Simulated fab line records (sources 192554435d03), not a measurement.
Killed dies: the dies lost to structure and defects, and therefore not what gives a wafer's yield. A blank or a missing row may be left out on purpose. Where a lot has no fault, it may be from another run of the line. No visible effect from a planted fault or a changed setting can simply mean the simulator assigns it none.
Lot-split experiment / flow n5_finfet / on a route of 1938 steps: 7 lots, 21 wafers read

## THE SPLIT ITSELF
At N5_BEOL_M7_PECVD_70 (deposits SiO2 from TEOS/O2, target thk 20 nm, time 22.7 s), the setting time_s was moved away from the recipe's 22.7 s on 9 of the 21 wafers read, by -14.3% to +8.7%. All remaining wafers had this setting at the recipe value.

The reading is taken at the split's own step.

## THE READING
SiO2_of_BEOL_M7_PECVD_70.thk_nm (the simulator's own value, which no gauge read), in nm, at N5_BEOL_M7_PECVD_70 (deposits SiO2 from TEOS/O2, target thk 20 nm, time 22.7 s). The file gives no usual value for it. Here, 12 wafers ran the recipe; their average is 19.9 nm with a standard deviation of 0.32 nm.

wafer=L076.1; tool, chamber at the split=pecvd-04, 1; time_s as run, s=21.15; against the recipe=-6.8%; SiO2_of_BEOL_M7_PECVD_70.thk_nm, nm=18.4; against lot-mates on the recipe=-1.4
wafer=L076.3; tool, chamber at the split=pecvd-04, 0; time_s as run, s=22.7; against the recipe=recipe; SiO2_of_BEOL_M7_PECVD_70.thk_nm, nm=19.8; against lot-mates on the recipe=-
wafer=L076.5; tool, chamber at the split=pecvd-04, 1; time_s as run, s=21.15; against the recipe=-6.8%; SiO2_of_BEOL_M7_PECVD_70.thk_nm, nm=18.8; against lot-mates on the recipe=-1.0
wafer=L077.1; tool, chamber at the split=pecvd-01, 1,2; time_s as run, s=20.07; against the recipe=-11.6%; SiO2_of_BEOL_M7_PECVD_70.thk_nm, nm=17.4; against lot-mates on the recipe=-1.8
wafer=L077.4; tool, chamber at the split=pecvd-01, 1,2; time_s as run, s=20.07; against the recipe=-11.6%; SiO2_of_BEOL_M7_PECVD_70.thk_nm, nm=17.4; against lot-mates on the recipe=-1.8
wafer=L077.2; tool, chamber at the split=pecvd-01, 2; time_s as run, s=22.7; against the recipe=recipe; SiO2_of_BEOL_M7_PECVD_70.thk_nm, nm=19.2; against lot-mates on the recipe=-
wafer=L081.2; tool, chamber at the split=pecvd-02, 2; time_s as run, s=24.68; against the recipe=+8.7%; SiO2_of_BEOL_M7_PECVD_70.thk_nm, nm=21.4; against lot-mates on the recipe=+1.6
wafer=L081.3; tool, chamber at the split=pecvd-02, 0; time_s as run, s=22.7; against the recipe=recipe; SiO2_of_BEOL_M7_PECVD_70.thk_nm, nm=19.8; against lot-mates on the recipe=-
wafer=L081.5; tool, chamber at the split=pecvd-02, 0; time_s as run, s=24.68; against the recipe=+8.7%; SiO2_of_BEOL_M7_PECVD_70.thk_nm, nm=21.8; against lot-mates on the recipe=+2.0
wafer=L086.4; tool, chamber at the split=pecvd-04, 1,0; time_s as run, s=22.7; against the recipe=recipe; SiO2_of_BEOL_M7_PECVD_70.thk_nm, nm=20.4; against lot-mates on the recipe=-
wafer=L086.6; tool, chamber at the split=pecvd-04, 1,0; time_s as run, s=22.7; against the recipe=recipe; SiO2_of_BEOL_M7_PECVD_70.thk_nm, nm=20.4; against lot-mates on the recipe=-
wafer=L086.5; tool, chamber at the split=pecvd-04, 2; time_s as run, s=22.7; against the recipe=recipe; SiO2_of_BEOL_M7_PECVD_70.thk_nm, nm=20; against lot-mates on the recipe=-
wafer=L092.1; tool, chamber at the split=pecvd-01, 0; time_s as run, s=19.99; against the recipe=-11.9%; SiO2_of_BEOL_M7_PECVD_70.thk_nm, nm=17; against lot-mates on the recipe=-2.7
wafer=L092.3; tool, chamber at the split=pecvd-01, 1; time_s as run, s=22.7; against the recipe=recipe; SiO2_of_BEOL_M7_PECVD_70.thk_nm, nm=19.6; against lot-mates on the recipe=-
wafer=L092.6; tool, chamber at the split=pecvd-01, 1; time_s as run, s=22.7; against the recipe=recipe; SiO2_of_BEOL_M7_PECVD_70.thk_nm, nm=19.8; against lot-mates on the recipe=-
wafer=L094.1; tool, chamber at the split=pecvd-02, 0,2; time_s as run, s=22.7; against the recipe=recipe; SiO2_of_BEOL_M7_PECVD_70.thk_nm, nm=19.8; against lot-mates on the recipe=-
wafer=L094.6; tool, chamber at the split=pecvd-02, 0,2; time_s as run, s=22.7; against the recipe=recipe; SiO2_of_BEOL_M7_PECVD_70.thk_nm, nm=19.8; against lot-mates on the recipe=-
wafer=L094.5; tool, chamber at the split=pecvd-02, 1; time_s as run, s=22.7; against the recipe=recipe; SiO2_of_BEOL_M7_PECVD_70.thk_nm, nm=20.2; against lot-mates on the recipe=-
wafer=L096.1; tool, chamber at the split=pecvd-01, 0; time_s as run, s=19.45; against the recipe=-14.3%; SiO2_of_BEOL_M7_PECVD_70.thk_nm, nm=17.4; against lot-mates on the recipe=-2.6
wafer=L096.5; tool, chamber at the split=pecvd-01, 2; time_s as run, s=22.7; against the recipe=recipe; SiO2_of_BEOL_M7_PECVD_70.thk_nm, nm=20; against lot-mates on the recipe=-
wafer=L096.6; tool, chamber at the split=pecvd-01, 1; time_s as run, s=19.45; against the recipe=-14.3%; SiO2_of_BEOL_M7_PECVD_70.thk_nm, nm=17.2; against lot-mates on the recipe=-2.8
If several chambers appear in one row, that row covers several wafers at once and the file leaves open which wafer was in which chamber.

THE FIT
A straight line over all 21 wafers: SiO2_of_BEOL_M7_PECVD_70.thk_nm changes by +0.2 nm for each +1% of time_s; r = +0.97; the points scatter about the line by 0.32 nm.
The same after taking each lot's own level away (the mean of its wafers on the recipe; 21 wafers): +0.189 nm for each +1%; r = +0.99; scatter 0.22 nm.
According to that fit, moving time_s by its largest amount changes the reading by 2.7 nm.
From 19.20 to 20.27 nm: that is the span of the lots' own levels, equal to 3.3 times the standard deviation above.
The two slopes agree, so the slope changes little with the lot-to-lot level.
Check: for one of the wafers moved furthest among these (-14.3%), held out of the fit, the line's prediction against its lot-mates is -2.68 nm. Against them it came out at -2.6 nm.

## THE OTHER SPLITS THESE WAFERS WENT THROUGH
Other splits were also applied to these wafers ahead of the reading. Each is held against what the fit with the lots' levels taken away leaves over:
other split on the same wafers=N5_BEOL_M5_EXPOSE_08 dose_mj; wafers away from the commonest value=4; r with SiO2_of_BEOL_M7_PECVD_70.thk_nm (lot level and that fit taken away)=+0.03
other split on the same wafers=N5_BEOL_M6_COAT_22 spin_rpm; wafers away from the commonest value=6; r with SiO2_of_BEOL_M7_PECVD_70.thk_nm (lot level and that fit taken away)=-0.03

## FILE'S OWN FIT
SiO2_of_BEOL_M7_PECVD_70.thk_nm changes by +0.191 nm for each +1% of time_s, r = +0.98.
